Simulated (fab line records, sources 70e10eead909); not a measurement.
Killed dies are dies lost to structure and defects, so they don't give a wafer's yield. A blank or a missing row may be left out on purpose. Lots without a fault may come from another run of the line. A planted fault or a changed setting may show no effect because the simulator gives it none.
Chamber matching | flow nand_harc | NHARC_P_M2_DEP_33 on pecvd-03: 3 sister chambers
The step deposits SiCN, target thk 30 nm. 3 wafers are shown with their chamber, then 9 later ones without.

WAFERS WITH THEIR CHAMBER
wafer  | chamber | heater_power_w (W)
L093.5 | 0       | 587
L094.4 | 1       | 644
L094.6 | 2       | 399

WAFERS WITHOUT THEIR CHAMBER
wafer  | heater_power_w (W)
L095.2 | 465
L095.3 | 624
L095.5 | 610
L095.1 | 627
L095.4 | 452
L095.6 | 616
L096.1 | 482
L096.3 | 608
L096.4 | 483

WHICH CHAMBER EACH WENT THROUGH
wafer  | from the rows above          | in truth
L095.2 | can't be placed: 2 or 0      | 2
L095.3 | can't be placed: 1 or 0      | 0
L095.5 | can't be placed: 0 or 1      | 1
L095.1 | can't be placed: 1 or 0      | 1
L095.4 | can't be placed: 2 or 0      | 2
L095.6 | can't be placed: 1 or 0      | 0
L096.1 | can't be placed: 2 or 0 or 1 | 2
L096.3 | can't be placed: 0 or 1      | 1
L096.4 | can't be placed: 2 or 0 or 1 | 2
Placed correctly: 0 of 9. Can't be placed from these rows: 9 (the true chamber is among the candidates in 9). Placed wrongly: 0.
How it was worked out, from the rows above alone: a wafer's distance from a chamber is the root of the sum, over the readings, of the square of ((its reading less the chamber's mean) divided by the reading's scatter). The wafer belongs to the nearest chamber; if the next one is less than 2 further off, it can't be placed. A chamber's mean is the mean of its shown wafers. The scatter: with one shown wafer a chamber, the root of the mean of the squares of how far each hidden wafer lies from its nearest shown one.
